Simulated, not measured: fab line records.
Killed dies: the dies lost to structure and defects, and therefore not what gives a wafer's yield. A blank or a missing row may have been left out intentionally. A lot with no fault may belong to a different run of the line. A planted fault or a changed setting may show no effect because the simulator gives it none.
fab line records ; flow nandHarc
record: lots: 12; wafers: 35; lastDay: 33
route steps=1302 shown P_M0@264
lots with no fault: from the same line, run without faults
startH: hours from the record's first day to the start of the lot's first wafer shown ; waitH: hours from the lot's prior step to this one ; " repeats the value in the row above ; L1.1+2: one row covering several wafers at once ; - no value, or no start given ; * or withheld: withheld ; < > ~ a bound
route shown NAME@n: NAME is a module with steps in the file, n the number in the route of the first one ; usual: mean and standard deviation over wafers with no fault ; same: alike in all rows ; chamber/n: place in a boat ; sites: the reading at each site ; _std_site: standard deviation across them ; _edge_site: inner sites' mean taken away from outer sites' mean ; radiusMm: for every site, how far away it sits from the centre of the wafer ; mask NAME#n: copy n ; behind: the most recent tool/chamber to have shaped the wafer ; hold: the reason the lot was held/the length of the hold in hours/how it ended ; device: whichever transistor did not switch (one of n, p or np) ; end of line: the route-end tests of the same wafers ; where a step has no rows: the recipe by itself ; killed: count of dies lost to structure and defects at first sort (not the wafer's yield) ; map: shows each die of a wafer: x if killed, . if not, _ if none is there
set.NAME: the setting that was run; set.NAME@STEP: the one run at that earlier step ; model.NAME: the simulator's own value behind a step, which no gauge read
one table for each step of the route and one row for each wafer, over a sample of lots
services: from which hour (startH, from the record's first day; less than 0 if before it) a tool's chamber was out of use, for how many hours, and why
== steps ==
step: NHARC_P_M0_OVL_MEAS_10
recipe: pitchNm: 180
usual: overlayXNm: 0.0/0.71; overlayYNm: 0.1/0.73
lot.wafer;tool;chamber;startH;waitH;overlayXNm;overlayYNm
L307.1;overlay-01;-;130.95;-;-0.3;0.0
L307.5;overlay-01;-;130.95;-;0.2;0.6
L307.6;overlay-01;-;130.95;-;-0.1;0.1
L310.3;overlay-02;-;151.56;-;0.8;-0.2
L310.5;overlay-02;-;151.56;-;0.8;-0.5
L310.6;overlay-02;-;151.56;-;0.4;-0.3
L312.3;overlay-01;-;175.99;-;-0.2;0.2
L312.4;overlay-01;-;175.99;-;-0.6;0.4
L312.6;overlay-01;-;175.99;-;-0.3;0.4
L313.1;overlay-01;-;176.78;-;1.1;0.0
L313.5;overlay-01;-;176.78;-;0.7;-0.3
L313.6;overlay-01;-;176.78;-;0.7;0.6
L314.1;overlay-02;-;188.98;-;0.1;-1.3
L314.2;overlay-02;-;188.98;-;-0.4;-1.0
L314.5;overlay-02;-;188.98;-;0.1;-1.5
L318.3;overlay-01;-;230.99;-;-0.1;1.0
L318.5;overlay-01;-;230.99;-;0.2;0.7
L318.6;overlay-01;-;230.99;-;0.4;0.8
L322.1;overlay-01;-;269.50;-;-0.4;-0.5
L322.2;overlay-01;-;269.50;-;-0.1;-0.3
L322.4;overlay-01;-;269.50;-;0.4;-0.4
L323.1;overlay-01;-;281.91;-;0.8;0.9
L323.2;overlay-01;-;281.91;-;0.4;1.1
L324.2;overlay-02;-;290.99;-;-1.0;-0.6
L324.3;overlay-02;-;290.99;-;-0.7;-0.2
L324.4;overlay-02;-;290.99;-;-0.7;-0.2
L328.1;overlay-02;-;326.65;-;-0.7;-0.4
L328.3;overlay-02;-;326.65;-;-0.4;-0.5
L328.4;overlay-02;-;326.65;-;-0.9;-0.3
L329.1;overlay-02;-;347.71;-;0.0;-0.3
L329.3;overlay-02;-;347.71;-;-0.4;-0.4
L329.5;overlay-02;-;347.71;-;0.3;0.1
L330.3;overlay-02;-;355.64;-;0.6;-0.4
L330.4;overlay-02;-;355.64;-;-0.2;-0.8
L330.5;overlay-02;-;355.64;-;-0.3;-0.6
step: NHARC_P_M0_DESCUM_14
recipe: timeS: 3; o2FlowSccm: 200; arFlowSccm: 0; biasPowerW: 0; chemistry: O2
usual: chamberPressureMTorr: 59.99/0.05; drypumpMotorCurrentA: 5.81/0.3; o2FlowSccm: 200.0/0.55; oesProductAu: 0.999/0.01; rfVppV: 57.7/1; showerheadPlenumPTorr: 1.88/0.056; throttleValvePct: 11.312/0.0094
same: biasPowerW: 0
lot.wafer;tool;chamber;startH;waitH;chamberPressureMTorr;drypumpMotorCurrentA;o2FlowSccm;oesProductAu;rfHoursCounterH;rfVppV;showerheadPlenumPTorr;throttleValvePct
L307.1;rieDiel-11;3;131.08;0.1;59.99;6.22;201.0;1.016;6;57.1;1.88;11.311
L307.6;rieDiel-11;0;131.08;0.1;59.95;5.93;200.7;1.018;-;56.4;1.80;11.323
L307.5;rieDiel-11;1;131.08;0.1;59.93;5.87;200.1;1.001;-;59.4;1.91;11.311
L310.3;rieDiel-08;0;151.67;0.1;59.99;5.24;199.0;1.005;34;58.4;1.94;11.313
L310.5;rieDiel-08;3;151.67;0.1;59.91;5.55;200.8;0.997;-;56.0;1.82;11.326
L310.6;rieDiel-08;0;151.67;0.1;60.03;5.23;200.6;0.990;-;58.2;1.94;11.310
L312.3;rieDiel-11;1;176.09;0.1;59.98;5.87;200.2;0.991;16;59.5;1.91;11.304
L312.4;rieDiel-11;3;176.09;0.1;60.03;6.21;200.4;1.012;14;58.0;1.88;11.304
L312.6;rieDiel-11;1;176.09;0.1;59.97;5.86;199.1;0.981;-;57.9;1.91;11.307
L313.1;rieDiel-08;3;176.89;0.1;60.08;5.54;199.6;0.992;47;56.9;1.82;11.294
L313.5;rieDiel-08;1;176.89;0.1;59.98;5.77;199.0;0.993;-;58.3;1.97;11.319
L313.6;rieDiel-08;2;176.89;0.1;60.02;5.38;200.0;0.998;-;57.8;1.92;11.336
L314.2;rieDiel-11;1;189.08;0.1;60.02;5.87;200.2;0.989;18;58.8;1.91;11.313
L314.1;rieDiel-11;2;189.08;0.1;59.96;5.70;200.3;0.994;18;54.5;1.85;11.313
L314.5;rieDiel-11;1;189.08;0.1;60.02;5.85;200.4;0.984;-;59.1;1.91;11.311
L318.3;rieDiel-11;0;231.11;0.1;59.94;5.89;198.8;1.004;25;57.5;1.80;11.312
L318.5;rieDiel-11;1;231.11;0.1;60.00;5.88;200.4;0.984;-;56.3;1.90;11.305
L318.6;rieDiel-11;2;231.11;0.1;59.91;5.71;199.9;0.998;-;57.8;1.85;11.316
L322.2;rieDiel-11;0;269.59;0.1;60.03;5.89;199.6;1.002;0;56.1;1.80;11.318
L322.1;rieDiel-11;1;269.59;0.1;60.04;5.87;199.7;0.979;1;56.6;1.90;11.321
L322.4;rieDiel-11;3;269.59;0.1;60.02;6.23;200.8;1.011;1;57.9;1.87;11.337
L323.2;rieDiel-11;0;282.01;0.1;59.92;5.90;199.8;0.997;2;56.7;1.80;11.317
L323.1;rieDiel-11;1;282.01;0.1;59.98;5.90;199.1;0.992;1;56.8;1.90;11.324
L324.4;rieDiel-06;2;291.15;0.1;60.00;6.61;199.6;0.999;43;58.1;1.88;11.323
L324.3;rieDiel-06;3;291.15;0.1;60.05;5.91;200.1;0.996;46;56.7;1.91;11.310
L324.2;rieDiel-06;0;291.15;0.1;60.03;5.50;199.4;1.007;50;57.3;2.04;11.303
L328.4;rieDiel-08;1;326.81;0.1;59.99;5.68;200.1;1.006;55;58.1;1.95;11.319
L328.1;rieDiel-08;3;326.81;0.1;60.02;5.53;200.0;0.987;43;57.8;1.81;11.311
L328.3;rieDiel-08;0;326.81;0.1;60.02;5.20;200.1;1.003;44;57.9;1.92;11.298
L329.3;rieDiel-11;1;347.82;0.1;60.03;5.88;199.8;0.991;10;58.7;1.90;11.311
L329.1;rieDiel-11;3;347.82;0.1;59.98;6.20;200.4;1.016;14;58.1;1.87;11.308
L329.5;rieDiel-11;0;347.82;0.1;60.10;5.91;200.1;0.996;-;57.1;1.79;11.305
L330.3;rieDiel-11;1;355.75;0.1;59.91;5.89;199.5;0.983;12;57.2;1.90;11.288
L330.4;rieDiel-11;3;355.75;0.1;60.05;6.22;200.1;1.003;16;58.0;1.87;11.305
L330.5;rieDiel-11;0;355.75;0.1;59.95;5.95;200.2;1.007;-;57.8;1.79;11.305
step: NHARC_P_M0_PVD_20
recipe: targetThkA: 50; biasV: 168.6; powerW: 15000; chamberPressurePa: 0.12; timeS: 8.06; substrateTempC: 50; material: TaN
usual: cathodeDcPowerW: 15000/3; throttleValvePct: 30.1/0.68
lot.wafer;tool;chamber;startH;waitH;cathodeDcPowerW;throttleValvePct
L307.1;pvdSputter-01;-;-;-;15003;31.3
L307.6;pvdSputter-01;-;-;-;14999;29.2
L307.5;pvdSputter-01;-;-;-;14997;29.3
L310.3;pvdSputter-01;-;-;-;14999;29.0
L310.5;pvdSputter-01;-;-;-;14997;29.1
L310.6;pvdSputter-01;-;-;-;14995;29.3
L312.3;pvdSputter-01;-;-;-;15000;31.2
L312.4;pvdSputter-01;-;-;-;15003;29.7
L312.6;pvdSputter-01;-;-;-;15000;29.3
L313.1;pvdSputter-01;-;-;-;14997;29.7
L313.6;pvdSputter-01;-;-;-;14999;30.9
L313.5;pvdSputter-01;-;-;-;15005;29.4
L314.1;pvdSputter-03;-;-;-;14997;30.0
L314.2;pvdSputter-03;-;-;-;15002;28.8
L314.5;pvdSputter-03;-;-;-;15002;29.9
L318.3;pvdSputter-03;-;-;-;15001;30.7
L318.5;pvdSputter-03;-;-;-;14997;28.9
L318.6;pvdSputter-03;-;-;-;15001;29.8
L322.1;pvdSputter-01;-;-;-;15003;29.3
L322.2;pvdSputter-01;-;-;-;15001;30.7
L322.4;pvdSputter-01;-;-;-;14999;29.9
L323.1;pvdSputter-01;-;-;-;15000;30.5
L323.2;pvdSputter-01;-;-;-;15000;29.3
L324.3;pvdSputter-03;-;-;-;15003;30.9
L324.4;pvdSputter-03;-;-;-;15002;31.3
L324.2;pvdSputter-03;-;-;-;15001;28.8
L328.3;pvdSputter-01;-;-;-;14997;29.5
L328.1;pvdSputter-01;-;-;-;15003;30.4
L328.4;pvdSputter-01;-;-;-;15004;30.5
L329.1;pvdSputter-03;-;-;-;15004;31.2
L329.3;pvdSputter-03;-;-;-;15001;30.1
L329.5;pvdSputter-03;-;-;-;14998;31.0
L330.3;pvdSputter-01;-;-;-;15001;30.0
L330.4;pvdSputter-01;-;-;-;14999;30.4
L330.5;pvdSputter-01;-;-;-;14997;29.8
step: NHARC_P_M0_ECD_22
recipe: targetThkA: 4000; bathTempC: 25; material: Cu
lot.wafer;tool;chamber;startH;waitH
L307.1+5+6;ecdCu-02;1,1,0;132.32;-
L310.3+5+6;ecdCu-02;0,1,0;153.08;-
L312.4+3+6;ecdCu-02;1,0,0;177.47;-
L313.1+6+5;ecdCu-01;0,1,0;178.20;-
L314.1+2+5;ecdCu-01;1,0,1;190.38;-
L318.3+6+5;ecdCu-01;0,1,0;232.51;-
L322.1+2+4;ecdCu-02;1,0,1;270.89;-
L323.1+2;ecdCu-02;0,1;283.29;-
L324.2+3+4;ecdCu-02;1,0,1;293.46;-
L328.1+4+3;ecdCu-01;1,0,1;328.39;-
L329.1+3+5;ecdCu-02;0;349.16;-
L330.3+4+5;ecdCu-01;1,0,1;357.12;-
step: NHARC_P_M0_CMP_23
recipe: tOverpolishS: 20; targetThkNm: 117.54
usual: motorCurrentA: 11.6/1.1; timeToEndpointS: 28.3/2.4
lot.wafer;tool;chamber;startH;waitH;motorCurrentA;timeToEndpointS
L307.1;cmp-03;1;133.05;-;11.0;27.3
L307.5;cmp-03;1;133.05;-;11.1;27.3
L307.6;cmp-03;2;133.05;-;12.0;32.1
L310.3;cmp-01;3;153.71;-;10.9;26.6
L310.5;cmp-01;2;153.71;-;10.5;25.8
L310.6;cmp-01;3;153.71;-;11.1;27.5
L312.4;cmp-04;2;178.15;-;11.3;30.7
L312.3;cmp-04;3;178.15;-;11.8;30.2
L312.6;cmp-04;1;178.15;-;12.3;28.8
L313.1;cmp-03;3;178.93;-;10.1;30.1
L313.6;cmp-03;1;178.93;-;11.0;26.0
L313.5;cmp-03;2;178.93;-;12.3;31.3
L314.2;cmp-01;1;191.15;-;11.3;27.9
L314.1;cmp-01;2;191.15;-;10.8;23.1
L314.5;cmp-01;3;191.15;-;11.1;28.8
L318.3;cmp-04;3;233.20;-;11.4;30.5
L318.5;cmp-04;0;233.20;-;11.8;28.6
L318.6;cmp-04;1;233.20;-;12.5;29.4
L322.2;cmp-01;1;271.61;-;11.5;41.1
L322.1;cmp-01;3;271.61;-;10.8;27.0
L322.4;cmp-01;0;271.61;-;12.9;28.8
L323.1;cmp-03;1;284.02;-;10.5;23.1
L323.2;cmp-03;2;284.02;-;13.0;44.0
L324.4;cmp-04;3;294.15;-;11.7;29.3
L324.2;cmp-04;1;294.15;-;13.4;38.6
L324.3;cmp-04;2;294.15;-;11.8;32.0
L328.4;cmp-04;2;329.10;-;12.3;32.5
L328.1;cmp-04;0;329.10;-;11.7;31.2
L328.3;cmp-04;1;329.10;-;11.7;29.5
L329.3;cmp-03;2;349.88;-;12.2;32.5
L329.1;cmp-03;1;349.88;-;11.0;27.0
L329.5;cmp-03;2;349.88;-;12.5;32.2
L330.3;cmp-01;0;357.74;-;13.0;29.6
L330.4;cmp-01;3;357.74;-;10.7;25.6
L330.5;cmp-01;1;357.74;-;11.0;28.7
== services ==
tool;chamber;startH;hours;kind
cmp-04;-;108.67;0.8;repair
cmp-04;-;111.02;4.0;pm
cmp-01;-;112.50;0.5;repair
rieDiel-11;3;115.42;8.9;repair
rieDiel-11;-;115.44;4.2;repair
ecdCu-01;-;129.99;4.2;repair
cmp-01;-;145.69;3.4;repair
ecdCu-01;-;160.00;8.0;pm
pvdSputter-03;-;160.26;17.6;repair
cmp-01;-;172.96;0.9;repair
cmp-01;-;185.50;4.0;pm
cmp-01;-;207.34;1.5;repair
cmp-04;-;209.02;4.0;pm
cmp-01;-;209.69;0.8;repair
ecdCu-01;-;209.85;3.1;repair
rieDiel-11;-;217.78;1.8;repair
pvdSputter-01;-;226.00;10.0;pm
rieDiel-11;3;235.78;2.7;repair
ecdCu-02;-;244.00;8.0;pm
rieDiel-11;-;255.52;9.0;pm
pvdSputter-01;-;293.84;4.3;repair
ecdCu-02;-;294.22;3.4;repair
pvdSputter-01;-;301.41;1.6;repair
ecdCu-01;-;336.00;8.0;pm
== key ==
firstSign: step: NHARC_P_M0_CMP_23; reading: timeToEndpointS; direction: up; sigmas: 5.4; usual: *; struck: *
effect none on later readings
metAt NHARC_P_M0_ECD_22
struckLots L322,L323,L324
struckWafers L322.2,L323.2,L324.2
notActingAt NHARC_P_M0_OVL_MEAS_10,NHARC_P_M0_DESCUM_14,NHARC_P_M0_PVD_20
onsetBetween 177.47 270.89
fault: kind: processParameterDrift; tool: ecdCu-02; chamber: -; onsetH: 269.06; steps: NHARC_P_M0_ECD_22; channel: targetThkA; offset: *; shape: step; endH: 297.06; scope: struckWafersOnly; actsIn: *; stated: *
